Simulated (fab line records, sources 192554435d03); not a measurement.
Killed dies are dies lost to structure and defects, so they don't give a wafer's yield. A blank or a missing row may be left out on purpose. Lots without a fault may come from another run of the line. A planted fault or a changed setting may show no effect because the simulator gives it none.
Chamber matching | flow n5_finfet | N5_BEOL_M9_CURE_71 on uv_cure-02: 3 sister chambers
The step cures SiCOH lowk, time 240 s. 6 wafers are shown with their chamber, then 7 later ones without.

WAFERS WITH THEIR CHAMBER
wafer  | chamber | wafer_temp_C_max | lamp_power_pct (%)
L081.3 | 2       | 385.6            | 52.36
L081.4 | 2       | 385.7            | 52.35
L089.4 | 0       | 386.5            | 52.43
L089.6 | 0       | 386.6            | 52.34
L090.1 | 1       | 388.1            | 52.27
L090.3 | 1       | 387.5            | 52.33

WAFERS WITHOUT THEIR CHAMBER
wafer  | wafer_temp_C_max | lamp_power_pct (%)
L090.6 | 387.7            | 52.25
L093.1 | 387.0            | 52.30
L093.2 | 386.3            | 52.31
L093.4 | 386.1            | 52.30
L095.2 | 385.4            | 52.38
L095.4 | 385.8            | 52.26
L095.6 | 386.3            | 52.37

WHICH CHAMBER EACH WENT THROUGH
wafer  | from the rows above     | in truth
L090.6 | 1                       | 1
L093.1 | can't be placed: 0 or 1 | 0
L093.2 | can't be placed: 0 or 2 | 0
L093.4 | can't be placed: 2 or 0 | 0
L095.2 | 2                       | 2
L095.4 | can't be placed: 2 or 0 | 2
L095.6 | can't be placed: 0 or 2 | 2
Placed correctly: 2 of 7. Can't be placed from these rows: 5 (the true chamber is among the candidates in 5). Placed wrongly: 0.
How it was worked out, from the rows above alone: a wafer's distance from a chamber is the root of the sum, over the readings, of the square of ((its reading less the chamber's mean) divided by the reading's scatter). The wafer belongs to the nearest chamber; if the next one is less than 2 further off, it can't be placed. A chamber's mean is the mean of its shown wafers. The scatter: the root of (the sum of the squares of (reading less its chamber's mean) over the shown wafers, divided by (wafers less chambers)).
